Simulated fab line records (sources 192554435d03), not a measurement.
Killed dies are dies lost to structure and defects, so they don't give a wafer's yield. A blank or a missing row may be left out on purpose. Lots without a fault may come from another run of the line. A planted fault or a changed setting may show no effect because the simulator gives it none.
Lot-split experiment / flow n5Finfet / route with 1938 steps; 7 lots, 21 wafers read

## THE SPLIT
At N5_MOL_CONTACT_COAG_COAT_76 (time 60 s, resist thk 10 nm), the setting spinRpm was moved away from the recipe's 1500 rpm on 3 of the 21 wafers read, by +6.1%. This setting was run at the recipe's value on the other wafers.

## FROM THE SPLIT TO THE READING: what the file shows between them, 4 steps
- N5_MOL_CONTACT_COAG_COAT_77: time 60 s, resist thk 10 nm
- N5_MOL_CONTACT_COAG_COAT_78: resist thk 40 nm
- N5_MOL_CONTACT_COAG_DESCUM_88: chemistry O2, time 7 s
- N5_MOL_CONTACT_COAG_ETCH_89: etches underlayer in N2/H2, target depth 13 nm, time 10.4 s

## THE READING
etch.depthNm (the simulator's own value, which no gauge read), in nm, at N5_MOL_CONTACT_COAG_ETCH_90 (etches SiARC in CF4, target depth 13 nm, time 21.7 s). The file gives no usual value for it. Across the 18 wafers here that went through the recipe, the average is 9.989 nm and the standard deviation 0.029 nm.

wafer=L079.1; tool, chamber at the split=lithoTrack-05, 0; spinRpm as run, rpm=1500; against the recipe=recipe; etch.depthNm, nm=9.965; against lot-mates on the recipe=-
wafer=L079.2; tool, chamber at the split=lithoTrack-05, 0; spinRpm as run, rpm=1500; against the recipe=recipe; etch.depthNm, nm=9.981; against lot-mates on the recipe=-
wafer=L079.6; tool, chamber at the split=lithoTrack-05, 0; spinRpm as run, rpm=1500; against the recipe=recipe; etch.depthNm, nm=9.937; against lot-mates on the recipe=-
wafer=L080.2; tool, chamber at the split=lithoTrack-03, 0; spinRpm as run, rpm=1592; against the recipe=+6.1%; etch.depthNm, nm=9.661; against lot-mates on the recipe=-0.293
wafer=L080.3; tool, chamber at the split=lithoTrack-03, 0; spinRpm as run, rpm=1500; against the recipe=recipe; etch.depthNm, nm=9.954; against lot-mates on the recipe=-
wafer=L080.5; tool, chamber at the split=lithoTrack-03, 0; spinRpm as run, rpm=1592; against the recipe=+6.1%; etch.depthNm, nm=9.65; against lot-mates on the recipe=-0.304
wafer=L082.2; tool, chamber at the split=lithoTrack-02, 0; spinRpm as run, rpm=1500; against the recipe=recipe; etch.depthNm, nm=10.02; against lot-mates on the recipe=-
wafer=L082.3; tool, chamber at the split=lithoTrack-02, 0; spinRpm as run, rpm=1500; against the recipe=recipe; etch.depthNm, nm=10.02; against lot-mates on the recipe=-
wafer=L082.5; tool, chamber at the split=lithoTrack-02, 0; spinRpm as run, rpm=1592; against the recipe=+6.1%; etch.depthNm, nm=9.721; against lot-mates on the recipe=-0.299
wafer=L085.1; tool, chamber at the split=lithoTrack-05, 0; spinRpm as run, rpm=1500; against the recipe=recipe; etch.depthNm, nm=9.969; against lot-mates on the recipe=-
wafer=L085.2; tool, chamber at the split=lithoTrack-05, 0; spinRpm as run, rpm=1500; against the recipe=recipe; etch.depthNm, nm=9.935; against lot-mates on the recipe=-
wafer=L085.5; tool, chamber at the split=lithoTrack-05, 0; spinRpm as run, rpm=1500; against the recipe=recipe; etch.depthNm, nm=9.982; against lot-mates on the recipe=-
wafer=L093.2; tool, chamber at the split=lithoTrack-03, 0; spinRpm as run, rpm=1500; against the recipe=recipe; etch.depthNm, nm=9.986; against lot-mates on the recipe=-
wafer=L093.4; tool, chamber at the split=lithoTrack-03, 0; spinRpm as run, rpm=1500; against the recipe=recipe; etch.depthNm, nm=9.988; against lot-mates on the recipe=-
wafer=L093.5; tool, chamber at the split=lithoTrack-03, 0; spinRpm as run, rpm=1500; against the recipe=recipe; etch.depthNm, nm=9.971; against lot-mates on the recipe=-
wafer=L094.1; tool, chamber at the split=lithoTrack-05, 0; spinRpm as run, rpm=1500; against the recipe=recipe; etch.depthNm, nm=10.03; against lot-mates on the recipe=-
wafer=L094.3; tool, chamber at the split=lithoTrack-05, 0; spinRpm as run, rpm=1500; against the recipe=recipe; etch.depthNm, nm=9.997; against lot-mates on the recipe=-
wafer=L094.5; tool, chamber at the split=lithoTrack-05, 0; spinRpm as run, rpm=1500; against the recipe=recipe; etch.depthNm, nm=10.02; against lot-mates on the recipe=-
wafer=L097.2; tool, chamber at the split=lithoTrack-02, 0; spinRpm as run, rpm=1500; against the recipe=recipe; etch.depthNm, nm=10; against lot-mates on the recipe=-
wafer=L097.3; tool, chamber at the split=lithoTrack-02, 0; spinRpm as run, rpm=1500; against the recipe=recipe; etch.depthNm, nm=10.02; against lot-mates on the recipe=-
wafer=L097.6; tool, chamber at the split=lithoTrack-02, 0; spinRpm as run, rpm=1500; against the recipe=recipe; etch.depthNm, nm=10.02; against lot-mates on the recipe=-

FIT RESULTS
A straight line over all 21 wafers: etch.depthNm changes by -0.0508 nm for each +1% of spinRpm; r = -0.97; the points scatter about the line by 0.031 nm.
The same after taking each lot's own level away (the mean of its wafers on the recipe; 21 wafers): -0.0487 nm for each +1%; r = -0.99; scatter 0.013 nm.
That fit puts the effect of the largest move of spinRpm on the reading at 0.3 nm.
Measured against the standard deviation above, the lots' own levels, which go from 9.9540 to 10.0200 nm, span 2.3 times it.
Consequently the slope shifts little with the lot-to-lot level, the two slopes agreeing.
Check: with one of the wafers moved furthest among these (+6.1%) left out of the fit, the line predicts -0.301 nm for it against its lot-mates. It came out at -0.293 nm against them.

## OTHER SPLITS APPLIED TO THESE WAFERS
Note: prior to the reading, these wafers also went through further splits. Each is held against what the fit with the lots' levels taken away leaves over:
other split on the same wafers=N5_GATE_CUT_COAT_34 spinRpm; wafers away from the commonest value=6; r with etch.depthNm (lot level and that fit taken away)=-0.03
other split on the same wafers=N5_GATE_CUT_DESCUM_18 timeS; wafers away from the commonest value=10; r with etch.depthNm (lot level and that fit taken away)=+0.11
other split on the same wafers=N5_MOL_CONTACT_COAG_PECVD_31 tempC; wafers away from the commonest value=7; r with etch.depthNm (lot level and that fit taken away)=+0.04

## THE WHOLE CHAIN: every reading that the file lists as answering this split, in the file's order
step=N5_MOL_CONTACT_COAG_COAT_76; what it does=time 60 s, resist thk 10 nm; reading=SiARC_of_MOL_CONTACT_COAG_COAT_76.thkNm (the simulator's own value, which no gauge read); change (the file's fit)=not straight: 10 at the lowest setting, 10 at the recipe, 9.667 at the highest; r (the file's)=not given
step=N5_MOL_CONTACT_COAG_ETCH_90; what it does=etches SiARC in CF4, target depth 13 nm, time 21.7 s; reading=etch.depthNm (the simulator's own value, which no gauge read); change (the file's fit)=-0.0488 nm for each +1% of the setting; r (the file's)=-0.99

## THE FILE'S OWN FIT
etch.depthNm changes by -0.0488 nm for each +1% of spinRpm, r = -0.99.
